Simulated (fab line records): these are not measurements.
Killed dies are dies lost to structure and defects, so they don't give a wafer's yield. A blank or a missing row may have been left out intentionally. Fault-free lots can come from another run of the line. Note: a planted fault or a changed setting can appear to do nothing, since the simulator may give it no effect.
Chamber matching    flow nand_harc    rie_diel-07 running NHARC_A_STAIRCASE_ETCH_253: 4 sister chambers
The step etches the open film in C4F8/O2, target depth 50 nm, time 20.2 s. 4 wafers are shown with their chamber, then 8 later ones without.

== WAFERS WITH THEIR CHAMBER ==
wafer   chamber  rf_vpp_V (V)
L077.5  1        895
L081.1  2        906
L090.6  3        902
L094.1  0        899

== WAFERS WITH NO CHAMBER GIVEN ==
wafer   rf_vpp_V (V)
L094.3  895
L094.5  901
L096.1  894
L096.5  894
L096.6  901
L095.1  901
L095.2  894
L095.3  904

== CHAMBER TAKEN BY EACH ==
wafer   from the rows above      in truth
L094.3  1                        1
L094.5  can't be placed: 3 or 0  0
L096.1  1                        1
L096.5  1                        1
L096.6  can't be placed: 3 or 0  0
L095.1  can't be placed: 3 or 0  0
L095.2  1                        1
L095.3  can't be placed: 2 or 3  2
Correctly placed: 4 of 8. From these rows, 4 cannot be placed; in 4 the true chamber is one of the candidates. 0 placed wrongly.
How it was worked out, from the rows above alone: a wafer's distance from a chamber is the root of the sum, over the readings, of the square of ((its reading less the chamber's mean) divided by the reading's scatter). The wafer belongs to the nearest chamber; if the next one is less than 2 further off, it can't be placed. For every chamber, the mean is computed from those of its wafers that are shown. The scatter: root of mean squared gap, hidden wafer to nearest shown wafer, with one shown wafer a chamber.
